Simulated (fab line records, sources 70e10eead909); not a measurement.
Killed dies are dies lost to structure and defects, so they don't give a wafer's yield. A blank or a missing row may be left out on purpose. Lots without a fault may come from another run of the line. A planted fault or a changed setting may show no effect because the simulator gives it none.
Chamber matching | flow nand_harc | NHARC_P_M2_DESCUM_14 on rie_diel-11: 4 sister chambers
The step chemistry O2, time 3 s. 4 wafers are shown with their chamber, then 7 later ones without.

WAFERS WITH THEIR CHAMBER
wafer  | chamber | drypump_motor_current_A (A)
L963.3 | 1       | 5.9
L964.2 | 3       | 6.4
L965.1 | 2       | 5.5
L965.2 | 0       | 6.6

WAFERS WITHOUT THEIR CHAMBER
wafer  | drypump_motor_current_A (A)
L965.4 | 5.9
L967.1 | 6.6
L967.2 | 6.4
L967.6 | 5.9
L969.1 | 6.4
L969.2 | 6.7
L969.5 | 6.5

WHICH CHAMBER EACH WENT THROUGH
wafer  | from the rows above     | in truth
L965.4 | 1                       | 1
L967.1 | 0                       | 0
L967.2 | 3                       | 3
L967.6 | 1                       | 1
L969.1 | 3                       | 3
L969.2 | 0                       | 0
L969.5 | can't be placed: 0 or 3 | 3
Placed correctly: 6 of 7. Can't be placed from these rows: 1 (the true chamber is among the candidates in 1). Placed wrongly: 0.
How it was worked out, from the rows above alone: a wafer's distance from a chamber is the root of the sum, over the readings, of the square of ((its reading less the chamber's mean) divided by the reading's scatter). The wafer belongs to the nearest chamber; if the next one is less than 2 further off, it can't be placed. A chamber's mean is the mean of its shown wafers. The scatter: with one shown wafer a chamber, the root of the mean of the squares of how far each hidden wafer lies from its nearest shown one.
